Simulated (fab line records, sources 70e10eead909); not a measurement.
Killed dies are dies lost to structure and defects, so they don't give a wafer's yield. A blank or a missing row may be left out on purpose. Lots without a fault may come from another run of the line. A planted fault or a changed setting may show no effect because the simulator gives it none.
A struck lot beside a sound one | flow nand_harc | 20 steps out of a route of 1302
Sound: wafers L603.1, L603.2, L603.3. Struck: wafers L587.2, L587.5, L587.6. The cause comes at the end.
At each step with rows: each side's tool, then ch and its chambers, then its first start. Under that, the readings that differ: sound wafers | struck wafers | difference of the means | sigmas: that difference in standard deviations of wafers without a fault.
alike: readings whose means differ by less than 2 such deviations, and words and numbers that are the same on both sides. not compared: withheld readings, readings that some wafer has no value for, bounds like >300 that may hide the same value, and numbers for which the record gives no deviation and whose values overlap.
The two part at a step that has a row with sigmas, a row that says differs or no value, or rows on one side only. Numbers that don't overlap but have no deviation are shown without sigmas and don't part them. A reading that every wafer of one side lacks parts them only if that side has two wafers or more.

NHARC_P_GATE_CD_MEAS_59: target cd 720 nm.
  sound on cd_sem-03 ch 0, day 12 23:29; struck on cd_sem-02 ch 0, day 6 14:16
  alike: cd_nm
then, 1 step without rows for these wafers: NHARC_P_GATE_HARDBAKE_60 (time 80 s).
NHARC_P_GATE_DESCUM_61: chemistry O2, time 3 s.
  sound on rie_diel-04 ch 0,2,3, day 12 23:41; struck on rie_diel-11 ch 0,1,2, day 6 14:28
  alike: drypump_motor_current_A, oes_product_au, rf_vpp_V, showerhead_plenum_p_Torr, throttle_valve_pct
  not compared: rf_hours_counter_h
then, 1 step without rows for these wafers: NHARC_P_GATE_IMPLANT_62.
NHARC_P_GATE_STRIP_112: strips in N2/H2, time 200 s.
  sound on plasma_asher-01 ch 0,1, day 13 00:02; struck on plasma_asher-02 ch 0,1, day 6 15:13
  alike: drypump_motor_current_A, heater_power_w
  not compared: rf_hours_counter_h
NHARC_P_GATE_STRIP_76: strips in O2.
  sound on plasma_asher-01 ch 0,1, day 13 00:18; struck on plasma_asher-02 ch 0,1, day 6 15:28
  alike: drypump_motor_current_A, heater_power_w
  not compared: rf_hours_counter_h
then, 6 steps without rows for these wafers: NHARC_P_GATE_STRIP_63 (strips in SPM, time 900 s); NHARC_P_GATE_DEHYDRATE_83 (time 120 s); NHARC_P_GATE_HMDS_84 (time 30 s); NHARC_P_GATE_COAT_85; NHARC_P_GATE_SOFTBAKE_86 (time 95 s); NHARC_P_GATE_EBR_87.
NHARC_P_GATE_EXPOSE_88: exposes mask P HVN, target cd 2000 nm.
  sound on krf_scanner-03 ch 0, day 13 01:04; struck on krf_scanner-02 ch 0, day 6 16:14
  reading | sound                   | struck                           | difference | sigmas
  mask    | P_HVN#0 P_HVN#0 P_HVN#0 | P_HVN_R1#0 P_HVN_R1#0 P_HVN_R1#0 | differs    |
  alike: exposure_dose_mJ_cm2
then, 2 steps without rows for these wafers: NHARC_P_GATE_PEB_89 (peb time 85 s); NHARC_P_GATE_DEVELOP_90 (time 70 s).
NHARC_P_GATE_CD_MEAS_91: target cd 2000 nm.
  sound on cd_sem-01 ch 0, day 13 01:13; struck on cd_sem-03 ch 0, day 6 16:23
  reading    | sound                | struck               | difference | sigmas
  cd_nm (nm) | 1999.5 2004.0 2003.2 | 1967.9 1969.4 1971.5 | -32.6      | -14
then, 1 step without rows for these wafers: NHARC_P_GATE_HARDBAKE_92 (time 80 s).
NHARC_P_GATE_DESCUM_93: chemistry O2, time 3 s.
  sound on rie_diel-11 ch 0,1,3, day 13 01:23; struck on rie_diel-04 ch 1,2, day 6 16:33
  reading                 | sound          | struck         | difference | sigmas
  model.P_GATE.cd_nm (nm) | 1999 2004 2003 | 1969 1969 1972 | -32        |
  alike: drypump_motor_current_A, oes_product_au, rf_vpp_V, showerhead_plenum_p_Torr, throttle_valve_pct
  not compared: rf_hours_counter_h
then, 1 step without rows for these wafers: NHARC_P_GATE_IMPLANT_94.
NHARC_END_SORT_01:
  the record has rows for the sound wafers here (prober-02 ch 0, day 32 02:01) and none for the struck ones

WHERE THEY PART
First at NHARC_P_GATE_EXPOSE_88; last, within this record, at NHARC_END_SORT_01.

WHY: what the simulator had put in
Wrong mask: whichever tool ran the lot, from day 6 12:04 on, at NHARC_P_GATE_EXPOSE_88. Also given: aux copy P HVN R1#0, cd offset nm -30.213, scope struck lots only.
